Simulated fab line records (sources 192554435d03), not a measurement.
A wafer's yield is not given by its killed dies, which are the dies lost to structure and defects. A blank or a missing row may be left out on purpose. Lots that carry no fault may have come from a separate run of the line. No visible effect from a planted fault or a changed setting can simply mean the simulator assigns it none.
fab line records    flow n5Finfet
record lots=7  wafers=21
route steps=1938 shown BEOL_M9@1464 BEOL_M11@1539 BEOL_M13@1673 BEOL_M14@1753 MIM_TOP_LITHO@1843 PASSIVATION@1930
startH: start of the lot's first displayed wafer, in hours after the record's first day    waitH: time in hours since the lot's previous step    " repeats the value in the row above    L1.1+2: one row covering several wafers at once    - either no value or no given start    * or withheld: withheld    < > ~ a bound
route shown NAME@n: a module of which the file shows steps, and the number in the route of the first    usual: mean/standard deviation taken from wafers without a fault    same: alike in all rows    chamber/n: place in a boat    sites: the reading at each site    _std_site: their standard deviation    _edge_site: the outer-site mean with the inner-site mean subtracted    radiusMm: for every site, how far away it sits from the centre of the wafer    mask NAME#n: copy n    behind: tool/chamber where the wafer was last shaped    hold: the reason the lot was held/the length of the hold in hours/how it ended    device: the transistor (n, p or np) that didn't switch    end of line: tests of these same wafers at the route's end    a step with no rows: only its recipe    killed: the dies lost at the first sort to structure and to defects; this is not the yield of the wafer    map: per-die view of a wafer (x killed, . not killed, _ where there is no die)
set.NAME: the run value of the setting; set.NAME@STEP: its run value at that earlier step    model.NAME: the simulator's own value behind a step, which no gauge read
one table per step and one row per wafer, for lots whose settings were changed on purpose
## steps
# step N5_BEOL_M9_CMP_52
# recipe stopOn=SiCOH_lowk  tOverpolishS=7  downForcePsi=1  platenRpm=50  clearingPlatenDownForcePsi=1.5  clearingPlatenRpm=50  postCmpClean=cuAlkaline  targetThkNm=140  clearingPlatenPadVelocityMS=0.99484  padVelocityMS=0.99484
# usual barrierFieldEndpointS=28.7/0.76
lot.wafer  tool    chamber  startH  waitH  set.downForcePsi  barrierFieldEndpointS
L074.3     cmp-03  3        258.44  0.2    0.78              38.3
L074.6     "       2        "       "      1                 29.0
L074.5     "       3        "       "      1                 29.6
L078.1     cmp-02  3        274.34  0.3    0.9376            30.3
L078.4     "       1        "       "      1                 29.2
L078.2     "       2        "       "      0.9376            31.0
L082.4     cmp-03  3        294.94  0.2    0.9098            32.5
L082.5     "       0        "       "      1                 28.0
L082.6     "       1        "       "      1                 27.5
L084.4     cmp-03  3        316.88  0.2    0.8039            37.1
L084.1     "       0        "       "      1                 28.3
L084.6     "       2        "       "      0.8039            36.4
L089.1     cmp-02  0        326.95  0.3    1                 28.5
L089.4     "       2        "       "      1                 29.8
L089.5     "       1        "       "      1                 29.2
L092.3     cmp-02  3        364.82  0.2    1.175             25.1
L092.2     "       1        "       "      1.175             24.8
L092.6     "       0        "       "      1.175             24.7
L097.1     cmp-01  3        392.74  0.3    0.794             36.0
L097.3     "       0        "       "      1                 29.4
L097.6     "       0        "       "      0.794             35.5
# step N5_BEOL_M11_PECVD_70
# recipe material=SiO2  targetThkA=200  tempC=400  precursor=TEOS/O2  pressureTorr=5.5  rfW=450  teosFlowSccm=53.8  gas=O2  flowSccm=3000  timeS=22.7
lot.wafer  tool      chamber  startH  waitH  set.timeS  model.SiO2_of_BEOL_M11_PECVD_70.thkNm
L074.3     pecvd-02  2        271.20  0.0    22.7       19.8
L074.5     "         0        "       "      22.7       20
L074.6     "         1        "       "      24.16      21.4
L078.1     pecvd-02  1        286.19  0.0    22.7       20.2
L078.2     "         2        "       "      23.89      20.8
L078.4     "         2        "       "      22.7       20.4
L082.4+5   pecvd-03  2,1      307.18  0.1    20.19      17.8
L082.6     "         0        "       "      20.19      18
L084.1     pecvd-03  1        328.29  0.0    22.7       20
L084.4     "         2        "       "      25         22
L084.6     "         1        "       "      22.7       20.2
L089.1+5   pecvd-01  1,0      336.91  0.0    22.7       20.2
L089.4     "         2        "       "      22.7       20.4
L092.2     pecvd-02  2        374.18  0.0    22.7       19.6
L092.3     "         0        "       "      25.8       22.6
L092.6     "         2        "       "      25.8       22.8
L097.1+3   pecvd-02  2,0      400.51  0.0    22.7       19.6
L097.6     "         1        "       "      22.7       20.2
# step N5_BEOL_M11_VIA_ETCH_34
# recipe chemistry=C4F6/O2  target=SiCOH_lowk  targetDepthA=1845  maskMaterial=SOC  taperDeg=4  timeS=69.2  ionEnergyEv=250  pressureMtorr=30  sourceW=345  biasW=185  Ar_flow_sccm=300  C4F6_flow_sccm=10  O2_flow_sccm=10
# usual rfVppV=667/12
lot.wafer  tool        chamber  startH  waitH  set.sourceW  rfVppV
L074.3     rieDiel-04  2        277.68  0.0    345          661
L074.5     "           1        "       "      406          614
L074.6     "           0        "       "      345          676
L078.1     rieDiel-06  1        288.84  0.0    345          662
L078.2     "           0        "       "      306.8        701
L078.4     "           2        "       "      306.8        678
L082.4     rieDiel-04  2        314.93  0.0    345          662
L082.5     "           1        "       "      345          666
L082.6     "           0        "       "      293.8        735
L084.1     rieDiel-02  0        333.03  0.0    345          674
L084.4     "           1        "       "      345          675
L084.6     "           0        "       "      325.6        694
L089.1     rieDiel-02  0        341.32  0.0    345          675
L089.4     "           3        "       "      345          674
L089.5     "           0        "       "      345          676
L092.2     rieDiel-02  0        381.63  0.0    305.6        719
L092.3     "           1        "       "      305.6        717
L092.6     "           1        "       "      345          676
L097.1     rieDiel-04  0        405.48  0.0    345          677
L097.3     "           1        "       "      390.4        626
L097.6     "           1        "       "      390.4        626
# step N5_BEOL_M11_STRIP_73
# recipe chemistry=C4F6/O2  resist=SiARC  rfFrequencyHz=6e+07
# step N5_BEOL_M11_STRIP_36
# recipe chemistry=N2/H2  powerW=450  tempC=40  pressureMtorr=20  rfFrequencyHz=6e+07  overashFraction=0.3  biasPowerW=7  h2Frac=0.5  n2FlowSccm=200  h2FlowSccm=200
# step N5_BEOL_M11_STRIP_77
# recipe chemistry=N2/H2  timeS=10  powerW=450  tempC=40  pressureMtorr=20  rfFrequencyHz=6e+07  biasPowerW=7  n2FlowSccm=200  h2FlowSccm=200
# step N5_BEOL_M11_HM_STRIP_39
# recipe chemistry=peroxideTinStrip  material=TiN  targetDepthA=250  tempC=50  timeS=158
lot.wafer  tool         chamber  startH  waitH  set.timeS@BEOL_M11_PECVD_70  model.SiO2_of_BEOL_M11_PECVD_70.thkNm
L074.3     wetBench-05  6        278.01  0.0    22.7                         19.6
L074.5     "            2        "       "      22.7                         19.8
L074.6     "            1        "       "      24.16                        21.2
L078.1     wetBench-05  2        289.15  0.0    22.7                         20
L078.2     "            0        "       "      23.89                        20.6
L078.4     "            5        "       "      22.7                         20.2
L082.4+5   wetBench-04  6,1      315.25  0.0    20.19                        17.6
L082.6     "            4        "       "      20.19                        17.8
L084.1     wetBench-04  6        333.35  0.0    22.7                         19.8
L084.4     "            3        "       "      25                           21.8
L084.6     "            5        "       "      22.7                         20
L089.1+5   wetBench-05  6,4      341.64  0.0    22.7                         20
L089.4     "            7        "       "      22.7                         20.2
L092.2     wetBench-04  5        381.94  0.0    22.7                         19.6
L092.3     "            2        "       "      25.8                         22.4
L092.6     "            7        "       "      25.8                         22.6
L097.1     wetBench-06  7        405.80  0.0    22.7                         19.4
L097.3     "            4        "       "      22.7                         19.6
L097.6     "            6        "       "      22.7                         20.2
# step N5_BEOL_M13_ETCH_59
# recipe chemistry=N2/H2  target=BARC  targetDepthA=890  overetchA=267  timeS=67.9  ionEnergyEv=200  pressureMtorr=30  sourceW=840  biasW=150  n2FlowSccm=200  h2FlowSccm=200
lot.wafer  tool        chamber  startH  waitH  set.timeS  model.coat_of_BEOL_M13_COAT_04.thkNm
L074.3     rieDiel-04  1        286.60  0.0    79.49      306.2
L074.5     "           3        "       "      67.9       317.6
L074.6     "           2        "       "      67.9       319.8
L078.1     rieDiel-06  0        298.00  0.0    72.87      312.2
L078.2     "           1        "       "      67.9       319.8
L078.4     "           1        "       "      67.9       321.2
L082.4     rieDiel-02  0        327.34  0.0    67.9       317.6
L082.5     "           3        "       "      81.51      303.6
L082.6     "           2        "       "      81.51      308.4
L084.1     rieDiel-06  1        341.03  0.0    72.35      314.4
L084.4     "           0        "       "      67.9       315.6
L084.6     "           1        "       "      72.35      315.4
L089.1     rieDiel-06  3        350.92  0.0    67.9       320.6
L089.4     "           2        "       "      67.9       315.4
L089.5     "           0        "       "      67.9       314.4
L092.2     rieDiel-06  2        390.91  0.0    67.9       316.8
L092.3     "           0        "       "      67.9       315.2
L092.6     "           2        "       "      67.9       316
L097.1     rieDiel-04  3        415.89  0.0    67.9       316
L097.3     "           1        "       "      76.63      306.2
L097.6     "           1        "       "      67.9       314
# step N5_BEOL_M13_DEP_53
# recipe material=SiCN  targetThkA=500  tempC=withheld  precursor=3MS/NH3  pressureTorr=3  rfW=675  timeS=17.8
lot.wafer  tool      chamber  startH  waitH  set.timeS  model.SiCN_of_BEOL_M13_DEP_53.thkNm
L074.3     pecvd-04  2        291.35  0.0    17.8       49.2
L074.5     "         2        "       "      15.76      44.4
L074.6     "         1        "       "      17.8       49
L078.1     pecvd-03  0        306.36  0.0    17.8       50.4
L078.2     "         1        "       "      17.03      47.4
L078.4     "         2        "       "      17.8       51
L082.4     pecvd-01  2        333.66  0.0    17.8       50.8
L082.5     "         1        "       "      17.8       50
L082.6     "         0        "       "      17.8       49.6
L084.1     pecvd-04  0        344.34  0.0    17.8       48.8
L084.4     "         2        "       "      17.8       50.2
L084.6     "         1        "       "      17.8       49.8
L089.1+4   pecvd-01  0        361.01  0.0    17.8       49.6
L089.5     "         2        "       "      17.8       49.8
L092.2     pecvd-04  2        395.35  0.0    17.8       50.2
L092.3     "         2        "       "      15.73      45.2
L092.6     "         0        "       "      15.73      44.2
L097.1     pecvd-04  2        420.85  0.0    17.8       50
L097.3     "         0        "       "      19.46      53.8
L097.6     "         2        "       "      17.8       51.2
# step N5_BEOL_M14_TRENCH_ETCH_34
# recipe chemistry=C4F8/O2/Ar  target=SiO2  targetDepthA=5566.5  maskMaterial=SOC  heInnerTorr=15  heOuterTorr=30  timeS=126.9  ionEnergyEv=800  pressureMtorr=20  sourceW=1905  biasW=2040  Ar_flow_sccm=400  C4F8_flow_sccm=16  O2_flow_sccm=12
lot.wafer  tool        chamber  startH  waitH  set.timeS  model.etch.depthNm
L074.3     rieDiel-01  1        294.36  0.0    126.9      572.1
L074.5     "           2        "       "      118.9      530.9
L074.6     "           1        "       "      126.9      571
L078.1     rieDiel-05  0        309.09  0.0    155.4      672.7
L078.2     "           3        "       "      126.9      576.8
L078.4     "           1        "       "      155.4      667
L082.4     rieDiel-03  3        335.95  0.0    114.3      503.3
L082.5     "           2        "       "      126.9      538.1
L082.6     "           3        "       "      126.9      556
L084.1     rieDiel-01  2        346.57  0.0    150.2      660.9
L084.4     "           1        "       "      126.9      568.1
L084.6     "           2        "       "      150.2      659
L089.1     rieDiel-03  0        363.16  0.0    126.9      561.1
L089.4     "           1        "       "      126.9      566.4
L089.5     "           2        "       "      126.9      532.9
L092.2     rieDiel-01  3        397.88  0.0    126.9      564.7
L092.3     "           2        "       "      126.9      561.8
L092.6     "           3        "       "      126.9      565.2
L097.1     rieDiel-05  1        423.23  0.0    154.6      666.1
L097.3     "           3        "       "      154.6      701.5
L097.6     "           3        "       "      126.9      571.2
# step N5_BEOL_M14_STRIP_70
# recipe chemistry=C4F8/O2/Ar  resist=SiARC  rfFrequencyHz=6e+07
# step N5_BEOL_M14_OCD_MEAS_35
# usual trenchDepthNm=560/14
lot.wafer  tool    chamber  startH  waitH  set.timeS@BEOL_M14_TRENCH_ETCH_34  trenchDepthNm
L074.3     ocd-02  -        294.52  0.0    126.9                              572
L074.5     "       -        "       "      118.9                              530
L074.6     "       -        "       "      126.9                              571
L078.1     ocd-01  -        309.24  0.0    155.4                              673
L078.2     "       -        "       "      126.9                              577
L078.4     "       -        "       "      155.4                              667
L082.4     ocd-01  -        336.12  0.0    114.3                              504
L082.5     "       -        "       "      126.9                              538
L082.6     "       -        "       "      126.9                              556
L084.1     ocd-01  -        346.72  0.0    150.2                              660
L084.4     "       -        "       "      126.9                              568
L084.6     "       -        "       "      150.2                              658
L089.1     ocd-01  -        363.31  0.0    126.9                              561
L089.4     "       -        "       "      126.9                              567
L089.5     "       -        "       "      126.9                              533
L092.2     ocd-01  -        398.03  0.0    126.9                              565
L092.3     "       -        "       "      126.9                              562
L092.6     "       -        "       "      126.9                              565
L097.1     ocd-01  -        423.38  0.0    154.6                              666
L097.3     "       -        "       "      154.6                              702
L097.6     "       -        "       "      126.9                              571
# step N5_BEOL_M14_SPUTTER_45
# recipe material=Cu  targetThkA=1000  tempC=-20  biasV=60  powerW=26000  chamberPressurePa=0.13  timeS=16.67
lot.wafer   tool           chamber  startH  waitH  set.powerW
L074.3      pvdSputter-02  -        296.72  0.0    30610
L074.5+6    "              -        "       "      26000
L078.1      pvdSputter-03  -        312.49  0.0    26000
L078.2+4    "              -        "       "      27410
L082.4+6    pvdSputter-01  -        336.96  0.0    26000
L082.5      "              -        "       "      22240
L084.1+4    pvdSputter-03  -        348.59  0.0    30410
L084.6      "              -        "       "      26000
L089.1+4+5  pvdSputter-03  -        368.65  0.0    26000
L092.2+6    pvdSputter-03  -        401.89  0.0    30340
L092.3      "              -        "       "      26000
L097.1      pvdSputter-03  -        427.92  0.0    28900
L097.3+6    "              -        "       "      26000
# step N5_BEOL_M14_ECD_47
# recipe material=Cu  targetThkA=12480
# step N5_BEOL_M14_ANNEAL_48
# recipe tempC=225  timeS=90  ambient=N2
# step N5_BEOL_M14_CMP_49
# recipe stopOn=SiO2  tOverpolishS=5.2  downForcePsi=2  platenRpm=80  clearingPlatenDownForcePsi=2  clearingPlatenRpm=80  postCmpClean=cuAlkaline  targetThkNm=560  clearingPlatenPadVelocityMS=1.5917  padVelocityMS=1.5917
lot.wafer  tool    chamber  startH  waitH  set.timeS@BEOL_M14_TRENCH_ETCH_34  model.Cu_of_BEOL_M14_ECD_47.thkNm
L074.3     cmp-02  2        297.45  0.2    126.9                              -
L074.6     "       1        "       "      126.9                              575
L074.5     "       2        "       "      118.9                              534.6
L078.4     cmp-04  0        313.15  0.1    155.4                              -
L078.1     "       1        "       "      155.4                              673.8
L078.2     "       2        "       "      126.9                              -
L082.4     cmp-04  0        337.53  0.1    114.3                              507
L082.6     "       0        "       "      126.9                              559.6
L082.5     "       1        "       "      126.9                              -
L084.1     cmp-04  0        349.20  0.3    150.2                              -
L084.4     "       3        "       "      126.9                              -
L084.6     "       1        "       "      150.2                              660.6
L089.4     cmp-02  0        369.27  0.1    126.9                              568.8
L089.1     "       3        "       "      126.9                              564.2
L089.5     "       1        "       "      126.9                              536.6
L092.3     cmp-04  2        402.87  0.2    126.9                              565.8
L092.2+6   "       0,1      "       "      126.9                              -
L097.1     cmp-02  1        428.56  0.3    154.6                              -
L097.3     "       3        "       "      154.6                              702.4
L097.6     "       1        "       "      126.9                              573.8
# step N5_BEOL_M14_PRE_CLEAN_52
# recipe gas=NH3  timeS=15  tempC=withheld  rfPowerW=300
# step N5_BEOL_M14_DEP_53
# recipe material=SiCN  targetThkA=500  tempC=withheld  precursor=3MS/NH3  pressureTorr=3  rfW=675  timeS=17.8
# step N5_BEOL_M14_RS_MEAS_54
# recipe thkMeasGauge=four-point-probe  reads=Cu_of_BEOL_M14_ECD_47+Ta_of_BEOL_M14_SPUTTER_44+TaN_of_BEOL_M14_SPUTTER_43
# usual M14_RS=0.0331/0.00085
lot.wafer  tool          chamber  startH  waitH  set.timeS@BEOL_M14_TRENCH_ETCH_34  M14_RS[ohm/sq]
L074.3     filmMetro-01  -        297.85  0.1    126.9                              0.0323
L074.5     "             -        "       "      118.9                              0.0348
L074.6     "             -        "       "      126.9                              0.0323
L078.1     filmMetro-01  -        313.57  0.0    155.4                              0.0275
L078.2     "             -        "       "      126.9                              0.0321
L078.4     "             -        "       "      155.4                              0.0276
L082.4     filmMetro-02  -        337.95  0.0    114.3                              0.0368
L082.5     "             -        "       "      126.9                              0.0345
L082.6     "             -        "       "      126.9                              0.0332
L084.1     filmMetro-02  -        349.62  0.0    150.2                              0.0279
L084.4     "             -        "       "      126.9                              0.0325
L084.6     "             -        "       "      150.2                              0.0280
L089.1     filmMetro-02  -        369.69  0.0    126.9                              0.0329
L089.4     "             -        "       "      126.9                              0.0326
L089.5     "             -        "       "      126.9                              0.0347
L092.2     filmMetro-01  -        403.28  0.1    126.9                              0.0326
L092.3     "             -        "       "      126.9                              0.0328
L092.6     "             -        "       "      126.9                              0.0328
L097.1     filmMetro-01  -        428.95  0.0    154.6                              0.0277
L097.3     "             -        "       "      154.6                              0.0264
L097.6     "             -        "       "      126.9                              0.0324
# step N5_MIM_TOP_LITHO_EXPOSE_05
# recipe maskId=MIM_TOP  na=0.55  sourceShape=conventional  sigmaOuter=0.8  polarization=unpolarized  targetCdNm=2000  doseMj=20.5
lot.wafer   tool           chamber  startH  waitH  mask       set.doseMj
L074.3+6    krfScanner-02  0        312.04  -      MIM_TOP#0  20.5
L074.5      "              0        "       "      MIM_TOP#0  21.95
L078.1+2    krfScanner-01  0        326.20  -      MIM_TOP#0  20.5
L078.4      "              0        "       "      MIM_TOP#0  18.99
L082.4+5    krfScanner-02  0        348.56  -      MIM_TOP#0  20.96
L082.6      "              0        "       "      MIM_TOP#0  20.5
L084.1      krfScanner-01  0        367.35  -      MIM_TOP#0  21.79
L084.4+6    "              0        "       "      MIM_TOP#0  20.5
L089.1+4+5  krfScanner-02  0        379.77  -      MIM_TOP#0  20.5
L092.2+3+6  krfScanner-01  0        412.47  -      MIM_TOP#0  20.5
L097.1+6    krfScanner-01  0        439.32  -      MIM_TOP#0  21.72
L097.3      "              0        "       "      MIM_TOP#0  20.5
# step N5_MIM_TOP_LITHO_PEB_06
# recipe pebTempC=withheld  pebTimeS=*
# step N5_MIM_TOP_LITHO_DEVELOP_07
# recipe developTimeS=60  rinseLiquid=diw  dry=airSpin  devTempC=21
# step N5_MIM_TOP_LITHO_HARDBAKE_09
# recipe tempC=130  timeS=120
# step N5_MIM_TOP_LITHO_CD_MEAS_08
# recipe targetCdNm=2000  landingEnergyEv=500  detector=seInlens
# usual cdNm=1999.2/1.7
lot.wafer  tool      chamber  startH  waitH  set.doseMj@MIM_TOP_LITHO_EXPOSE_05  cdNm
L074.3     cdSem-02  0        312.21  -      20.5                                1998.2
L074.5     "         0        "       "      21.95                               1987.3
L074.6     "         0        "       "      20.5                                1998.6
L078.1     cdSem-01  0        326.38  -      20.5                                2001.2
L078.2     "         0        "       "      20.5                                1996.7
L078.4     "         0        "       "      18.99                               2009.1
L082.4     cdSem-01  0        348.72  -      20.96                               1995.1
L082.5     "         0        "       "      20.96                               1994.4
L082.6     "         0        "       "      20.5                                2001.9
L084.1     cdSem-01  0        367.52  -      21.79                               1991.5
L084.4     "         0        "       "      20.5                                1999.5
L084.6     "         0        "       "      20.5                                1999.8
L089.1     cdSem-01  0        379.95  -      20.5                                1998.0
L089.4     "         0        "       "      20.5                                1996.7
L089.5     "         0        "       "      20.5                                1997.9
L092.2     cdSem-03  0        412.65  -      20.5                                2000.3
L092.3     "         0        "       "      20.5                                1996.5
L092.6     "         0        "       "      20.5                                1997.9
L097.1     cdSem-01  0        439.50  -      21.72                               1989.3
L097.3     "         0        "       "      20.5                                1999.1
L097.6     "         0        "       "      21.72                               1988.5
# step N5_MIM_TOP_LITHO_DESCUM_10
# recipe chemistry=O2  timeS=7.9  sourcePowerW=50  biasPowerW=20  pressureMtorr=20  rfFrequencyHz=2.712e+07  tempC=40  o2FlowSccm=225
lot.wafer  tool        chamber  startH  waitH  set.doseMj@MIM_TOP_LITHO_EXPOSE_05  model.MIM_TOP_LITHO.cdNm
L074.3     rieDiel-01  3        312.79  0.5    20.5                                -
L074.5     "           1        "       "      21.95                               1987
L074.6     "           2        "       "      20.5                                1999
L078.1     rieDiel-01  3        326.46  0.0    20.5                                2001
L078.2     "           2        "       "      20.5                                1997
L078.4     "           2        "       "      18.99                               2009
L082.4     rieDiel-03  1        348.90  0.1    20.96                               1995
L082.5     "           0        "       "      20.96                               1994
L082.6     "           2        "       "      20.5                                2002
L084.1     rieDiel-03  2        367.66  0.1    21.79                               1992
L084.4+6   "           0,2      "       "      20.5                                -
L089.1+5   rieDiel-03  3,0      380.04  0.0    20.5                                1998
L089.4     "           1        "       "      20.5                                1997
L092.2     rieDiel-05  1        412.73  0.0    20.5                                2000
L092.3     "           0        "       "      20.5                                1996
L092.6     "           3        "       "      20.5                                1998
L097.1+6   rieDiel-03  2,3      439.59  0.0    21.72                               1989
L097.3     "           1        "       "      20.5                                1999
# step N5_PASSIVATION_ETCH_54
# recipe chemistry=CHF3/O2  target=SiO2  targetDepthA=8800  CHF3_flow_sccm=50  O2_flow_sccm=5  Ar_flow_sccm=200  timeS=440  maskMaterial=PR  pressureMtorr=30  sourceW=650  biasW=170  ionEnergyEv=200
# usual rfVppV=532/10
lot.wafer  tool        chamber  startH  waitH  set.sourceW  rfVppV
L074.3     rieDiel-05  2        323.69  0.1    650          534
L074.5     "           2        "       "      650          533
L074.6     "           3        "       "      650          534
L078.1     rieDiel-05  3        333.77  0.1    650          535
L078.2     "           2        "       "      650          535
L078.4     "           1        "       "      752.1        480
L082.4     rieDiel-03  1        355.12  0.1    650          540
L082.5     "           0        "       "      650          537
L082.6     "           2        "       "      650          537
L084.1     rieDiel-03  3        374.92  0.1    650          540
L084.4     "           2        "       "      650          538
L084.6     "           3        "       "      721.6        514
L089.1     rieDiel-03  1        387.05  0.1    650          540
L089.4     "           2        "       "      650          540
L089.5     "           0        "       "      650          536
L092.2     rieDiel-03  3        421.38  0.1    618.2        553
L092.3     "           0        "       "      650          536
L092.6     "           3        "       "      650          541
L097.1     rieDiel-03  1        448.01  0.1    600.2        562
L097.3     "           3        "       "      600.2        562
L097.6     "           3        "       "      650          541
## key
split step=N5_BEOL_M9_CMP_52  setting=downForcePsi  stated=1  by=wafer
response step=N5_BEOL_M9_CMP_52  reading=barrierFieldEndpointS  change=-0.388  per=1%  r=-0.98
split step=N5_BEOL_M11_PECVD_70  setting=timeS  stated=22.7  by=wafer
response step=N5_BEOL_M11_PECVD_70  reading=model.SiO2_of_BEOL_M11_PECVD_70.thkNm  change=+0.206  per=1%  r=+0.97
response step=N5_BEOL_M11_HM_STRIP_39  reading=model.SiO2_of_BEOL_M11_PECVD_70.thkNm  change=+0.199  per=1%  r=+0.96
split step=N5_BEOL_M11_VIA_ETCH_34  setting=sourceW  stated=345  by=wafer
response step=N5_BEOL_M11_VIA_ETCH_34  reading=rfVppV  change=-3.63  per=1%  r=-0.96
split step=N5_BEOL_M13_ETCH_59  setting=timeS  stated=67.9  by=wafer
response step=N5_BEOL_M13_ETCH_59  reading=model.coat_of_BEOL_M13_COAT_04.thkNm  change=-0.654  per=1%  r=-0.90
split step=N5_BEOL_M13_DEP_53  setting=timeS  stated=17.8  by=wafer
response step=N5_BEOL_M13_DEP_53  reading=model.SiCN_of_BEOL_M13_DEP_53.thkNm  change=+0.435  per=1%  r=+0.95
split step=N5_BEOL_M14_TRENCH_ETCH_34  setting=timeS  stated=126.9  by=wafer
response step=N5_BEOL_M14_TRENCH_ETCH_34  reading=model.etch.depthNm  change=+4.75  per=1%  r=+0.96
response step=N5_BEOL_M14_OCD_MEAS_35  reading=trenchDepthNm  change=+4.76  per=1%  r=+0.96
response step=N5_BEOL_M14_CMP_49  reading=model.Cu_of_BEOL_M14_ECD_47.thkNm  change=+5.83  per=1%  r=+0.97
response step=N5_BEOL_M14_RS_MEAS_54  reading=M14_RS  change=-0.000239  per=1%  r=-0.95
split step=N5_BEOL_M14_SPUTTER_45  setting=powerW  stated=26000  by=wafer
response none clear
split step=N5_MIM_TOP_LITHO_EXPOSE_05  setting=doseMj  stated=20.5  by=wafer
response step=N5_MIM_TOP_LITHO_CD_MEAS_08  reading=cdNm  change=-1.53  per=1%  r=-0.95
response step=N5_MIM_TOP_LITHO_DESCUM_10  reading=model.MIM_TOP_LITHO.cdNm  change=-1.61  per=1%  r=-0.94
split step=N5_PASSIVATION_ETCH_54  setting=sourceW  stated=650  by=wafer
response step=N5_PASSIVATION_ETCH_54  reading=rfVppV  change=-3.02  per=1%  r=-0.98
